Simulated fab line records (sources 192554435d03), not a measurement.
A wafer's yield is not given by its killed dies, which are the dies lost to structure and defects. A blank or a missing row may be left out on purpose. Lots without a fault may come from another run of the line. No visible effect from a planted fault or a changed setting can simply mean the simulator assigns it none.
Comparing a struck lot with a sound one || flow n5Finfet || 40 steps out of a route of 1938
Sound: these wafers, L510.2, L510.3, L510.5. Wafers L516.1, L516.4, L516.5 were the ones struck. The cause is named last.
For every step that has rows: the tool of each side, followed by ch and its chambers, followed by its first start. Under that, the readings that differ: sound wafers || struck wafers || difference of the means || sigmas: that difference in standard deviations of wafers without a fault.
alike: same words and numbers on both sides, and readings whose means sit less than 2 such deviations apart. not compared: any withheld reading, any reading some wafer has no value for, any bound like >300 that may hide the same value, and any number with overlapping values for which the record gives no deviation.
The two part at a step that has a row with sigmas, a row that says differs or no value, or rows on one side only. Non-overlapping numbers with no deviation appear without sigmas and do not part them. A reading that every wafer of one side lacks parts them only if that side has two wafers or more.

first, 2 steps without rows for these wafers: N5_MOL_CONTACT_COAG_SIL_ANNEAL_21 (time 60 s); N5_MOL_CONTACT_COAG_PRE_CLEAN_141 (time 60 s).
N5_MOL_CONTACT_COAG_SPUTTER_143: material Co, target thk 2.5 nm.
  sound: pvdSputter-03 at day 5 10:59; struck: pvdSputter-03 at day 6 21:31
  alike: susceptorTempC, throttleValvePct
then, 1 step without rows for these wafers: N5_MOL_CONTACT_COAG_CO_FILL_22 (material Co, precursor CCTBA/H2, target thk 20 nm).
N5_MOL_CONTACT_COAG_ANNEAL_113: time 300 s.
  sound on rtpAnneal-02 ch 0, day 5 11:53; struck on rtpAnneal-02 ch 0, day 6 22:16
  alike: lampPowerPct, lamp_zone_7_pct, wafer_temp_C_max
then, 1 step without rows for these wafers: N5_MOL_CONTACT_COAG_PRE_CLEAN_142 (time 60 s).
N5_MOL_CONTACT_COAG_SPUTTER_130: material Co, target thk 47.5 nm.
  sound: pvdSputter-03 at day 5 13:10; struck: pvdSputter-02 at day 7 00:13
  alike: susceptorTempC, throttleValvePct
then, 2 steps without rows for these wafers: N5_MOL_CONTACT_COAG_PRECLEAN_125 (cleans in DIW, time 57.5 s); N5_MOL_CONTACT_COAG_SRD_126 (dry time 32 s).
N5_MOL_CONTACT_COAG_CMP_23: polishes, stops on SiO2, t overpolish 1.5 s, target thk 0 nm.
  sound on cmp-02 ch 1,2,3, day 5 13:23; struck on cmp-03 ch 0,1,3, day 7 00:29
  alike: motorCurrentA, overpolishRunS, timeToEndpointS
N5_MOL_CONTACT_COAG_WET_ETCH_26: target Co, target depth 13 nm.
  sound on wetBench-06 ch 2,5,6, day 5 13:41; struck on wetBench-06 ch 1,4,7, day 7 00:45
then, 3 steps without rows for these wafers: N5_MOL_CONTACT_COAG_WET_ETCH_116 (etches the open film in SC1-inhibited, target depth 4.6 nm, rinse time 30 s); N5_MOL_CONTACT_COAG_ALD_27 (deposits SiOC, target thk 17 nm, pulse time 1.5 s, time 2720 s); N5_MOL_CONTACT_COAG_CMP_28 (polishes, stops on SiNx, t overpolish 0.85 s, target thk 14.522 nm).
N5_MOL_CONTACT_COAG_THK_MEAS_29:
  sound: filmMetro-01 at day 5 16:12; struck: filmMetro-01 at day 7 03:05
  alike: MD_CAP_THK
then, 11 steps without rows for these wafers: N5_MOL_CONTACT_COAG_ALD_123 (deposits SiNx, target thk 5 nm, pulse time 1 s, purge time 2 s); N5_MOL_CONTACT_COAG_PECVD_31 (deposits SiO2 from TEOS/O2, target thk 46 nm, time 8.9 s); N5_MOL_CONTACT_COAG_COAT_75 (time 60 s, resist thk 60 nm); N5_MOL_CONTACT_COAG_COAT_76 (time 60 s, resist thk 10 nm); N5_MOL_CONTACT_COAG_COAT_77 (time 60 s, resist thk 10 nm); N5_MOL_CONTACT_COAG_COAT_78 (resist thk 40 nm); N5_MOL_CONTACT_COAG_EBR_80; N5_MOL_CONTACT_COAG_SOFTBAKE_79 (time 60 s); N5_MOL_CONTACT_COAG_EXPOSE_81 (exposes mask VG, defocus 0 nm); N5_MOL_CONTACT_COAG_PEB_82 (peb time 60 s); N5_MOL_CONTACT_COAG_DEVELOP_83 (develop time 30 s).
N5_MOL_CONTACT_COAG_CD_MEAS_84 targets a cd of 25.1 nm.
  sound on cdSem-03 ch 0, day 5 17:05; struck on cdSem-01 ch 0, day 7 04:39
  alike: cdNm
N5_MOL_CONTACT_COAG_OVL_MEAS_85:
  sound on overlay-01 ch 0, day 5 17:07; struck on overlay-01 ch 0, day 7 04:41
  alike: VG_OVL
N5_MOL_CONTACT_COAG_DESCUM_88: chemistry O2, time 7 s.
  sound on rieDiel-02 ch 1,2,3, day 5 17:15; struck on rieDiel-02 ch 0,2,3, day 7 04:59
  alike: drypumpMotorCurrentA, o2FlowSccm, oesProductAu, rfVppV, showerheadPlenumPTorr, throttleValvePct
  not compared: rfHoursCounterH
then, 10 steps without rows for these wafers: N5_MOL_CONTACT_COAG_ETCH_89 (etches underlayer in N2/H2, target depth 13 nm, time 10.4 s); N5_MOL_CONTACT_COAG_ETCH_90 (etches SiARC in CF4, target depth 13 nm, time 21.7 s); N5_MOL_CONTACT_COAG_ALD_131 (deposits SiO2, target thk 5 nm, pulse time 1 s, co reactant pulse time 1 s); N5_MOL_CONTACT_COAG_ETCHBACK_132 (etches SiO2 in CHF3, target depth 10 nm, time 6.7 s); N5_MOL_CONTACT_COAG_ETCH_91 (etches SOC in N2/H2, target depth 60 nm, overetch 21 nm, time 101.2 s); N5_MOL_CONTACT_COAG_STRIP_92 (strips in N2/H2); N5_MOL_CONTACT_COAG_STRIP_93 (strips in N2/H2); N5_MOL_CONTACT_COAG_ETCHBACK_135 (etches SiO2 in CHF3, target depth 25 nm, time 16.7 s); N5_MOL_CONTACT_COAG_STRIP_118 (strips in CHF3); N5_MOL_CONTACT_COAG_VIA_ETCH_46 (etches SiO2 in C4F6/O2, target depth 46 nm, overetch 9.2 nm, time 40 s).
-- record jumps: 7 days separate the struck wafers' starts on either side; left off in module MOL_CONTACT_COAG, taken up again in module PASSIVATION, whose first shown step is the route's number 1936 --
N5_PASSIVATION_PROBE_49:
  sound: prober-02 at day 12 00:12; struck: prober-02 at day 14 03:35
{"reading": "killedAtContacts", "sound": "22 6 11", "struck": "111 79 90", "difference": "+80", "sigmas": "+13"}
{"reading": "killedDies", "sound": "119 81 58", "struck": "190 184 163", "difference": "+93", "sigmas": "+5"}
  alike: killed_at_M0_to_M3, killed_at_M4_up, killedAtFrontEnd, killedAtOther, killedOpen, killedShort

## WHERE THEY PART
N5_PASSIVATION_PROBE_49 only, going by this record.

WHY: what had been put in by the simulator
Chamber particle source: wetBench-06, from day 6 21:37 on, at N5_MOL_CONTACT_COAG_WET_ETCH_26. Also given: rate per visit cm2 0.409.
